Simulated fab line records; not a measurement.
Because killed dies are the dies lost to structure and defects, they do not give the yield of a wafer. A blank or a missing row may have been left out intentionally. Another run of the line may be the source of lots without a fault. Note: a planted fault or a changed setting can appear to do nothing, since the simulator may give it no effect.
Comparing a struck lot with a sound one ; flow n5Finfet ; 37 steps out of a route of 1938
Sound: these wafers, L472.1, L472.4, L472.5. Struck: wafers L480.2, L480.3, L480.4. The cause is given at the end.
At each step with rows: each side's tool, then ch and its chambers, then its first start. Under that, the readings that differ: sound wafers ; struck wafers ; difference of the means ; sigmas: that difference in standard deviations of wafers without a fault.
alike: same words and numbers on both sides, and readings whose means sit less than 2 such deviations apart. not compared: any withheld reading, any reading some wafer has no value for, any bound like >300 that may hide the same value, and any number with overlapping values for which the record gives no deviation.
Wherever a step has rows on one side only, a row that says differs or no value, or a row with sigmas, the two part there. Non-overlapping numbers with no deviation appear without sigmas and do not part them. A reading that every wafer of one side lacks parts them only if that side has two wafers or more.

first, 9 steps without rows for these wafers: N5_WELL_APT_COAT_02 (resist thk 950 nm); N5_WELL_APT_EBR_04; N5_WELL_APT_SOFTBAKE_03 (time 60 s); N5_WELL_APT_EXPOSE_05 (exposes mask NWELL, defocus 0 nm, target cd 200 nm); N5_WELL_APT_PEB_06 (peb time 90 s); N5_WELL_APT_DEVELOP_07 (develop time 45 s); N5_WELL_APT_HARDBAKE_12 (time 120 s); N5_WELL_APT_DESCUM_13 (chemistry O2, time 7.9 s); N5_WELL_APT_IMPLANT_14.
N5_WELL_APT_IMPLANT_15:
  sound on implanter-01 ch 0, day 3 08:11; struck on implanter-02, day 5 08:25
  no value came back on the struck wafers for beamEnergyKeV, beamOnS (s), tiltDeg (degrees); on the sound wafers beamEnergyKeV reads 25.000 25.000 25.006
then, 25 steps without rows for these wafers: N5_WELL_APT_STRIP_16 (strips in SPM, time 900 s); N5_WELL_APT_HMDS_18 (time 60 s); N5_WELL_APT_COAT_19 (resist thk 950 nm); N5_WELL_APT_EBR_21; N5_WELL_APT_SOFTBAKE_20 (time 60 s); N5_WELL_APT_EXPOSE_22 (exposes mask PWELL, defocus 0 nm, target cd 200 nm); N5_WELL_APT_PEB_23 (peb time 90 s); N5_WELL_APT_DEVELOP_24 (develop time 45 s); N5_WELL_APT_HARDBAKE_29 (time 120 s); N5_WELL_APT_DESCUM_30 (chemistry O2, time 7.9 s); N5_WELL_APT_IMPLANT_31; N5_WELL_APT_IMPLANT_32; N5_WELL_APT_STRIP_33 (strips in SPM, time 900 s); N5_WELL_APT_RTA_34 (time 10 s); N5_WELL_APT_OXIDE_STRIP_42 (strips SiO2 in dHF, time 45 s, target depth 12 nm); N5_WELL_APT_PRECLEAN_36 (cleans in O3/DIW, time 45 s); N5_WELL_APT_PRECLEAN_39 (cleans in dHF, time 60 s); N5_WELL_APT_SRD_37 (time 30 s); N5_WELL_APT_EPI_41 (deposits Si from SiH4/H2, target thk 50 nm, time 297.7 s); N5_PMOS_HMC_CHANNEL_EPI_HM_DEP_34 (deposits SiO2 from TEOS/O2, target thk 36 nm, time 6.9 s); N5_PMOS_HMC_CHANNEL_EPI_COAT_31 (time 60 s, resist thk 66 nm); N5_PMOS_HMC_CHANNEL_EPI_COAT_03 (resist thk 205 nm); N5_PMOS_HMC_CHANNEL_EPI_EBR_05; N5_PMOS_HMC_CHANNEL_EPI_SOFTBAKE_04 (time 60 s); N5_PMOS_HMC_CHANNEL_EPI_EXPOSE_06 (exposes mask PMOS HMC BLK, target cd 240 nm).
-- record jumps: 6 days separate the struck wafers' starts on either side; left off in module PMOS_HMC_CHANNEL_EPI, taken up again in module BEOL_M4, whose first shown step is the route's number 1111 --
N5_BEOL_M4_RC_MEAS_101:
  sound on prober-02 ch 0, day 9 03:50; struck on prober-02 ch 0, day 11 12:47
reading;sound;struck;difference;sigmas
CJ_P;5.55 5.92 5.75;1.00 1.00 1.00;-4.74;-34
DIBL_P (mV/V);37.2 35.9 36.8;55.9 48.8 58.7;+17.8;+11
IOFF_P (nA/um);0.26 0.22 0.26;1.72 0.90 2.03;+1.30;+42
IOFF_P_85C (nA/um);4.4 3.8 4.3;21.2 12.5 24.5;+15.2;+35
IOFF_P_LIN (nA/um);0.122 0.107 0.121;0.225 0.178 0.252;+0.102;+8
SS_P (mV/dec);74.1 74.0 74.5;91.0 84.1 91.4;+14.6;+27
  alike: DIBL_N, IOFF_N, ION_N, ION_P, SS_N, VT_N, VT_P
-- here the record skips 4 days between the struck wafers' starts before and after, leaving off in module BEOL_M4 and picking up in module PASSIVATION (first step shown: number 1936 of the route) --
N5_PASSIVATION_PROBE_49:
  sound on prober-01, day 13 10:25; struck on prober-01, day 15 18:16
reading;sound;struck;difference;sigmas
sort_bin_4_leakage (%);0 0 0;90.25 84.66 90.59;+88.50;
sortNPass;1080 1063 1049;0 27 0;-1055;-59
sortYieldPct (%);91.5 90.1 88.9;0 2.3 0;-89;-60
  alike: defectLimitedYield, killed_at_M0_to_M3, killed_at_M4_up, killedAtContacts, killedAtFrontEnd, killedAtOther, killedDies, killedOpen, killedShort, sort_bin_5_function, sort_bin_6_memory

== WHERE THEY PART ==
Last at N5_PASSIVATION_PROBE_49 as far as this record goes, first at N5_WELL_APT_IMPLANT_15.

WHY: whatever the simulator had introduced
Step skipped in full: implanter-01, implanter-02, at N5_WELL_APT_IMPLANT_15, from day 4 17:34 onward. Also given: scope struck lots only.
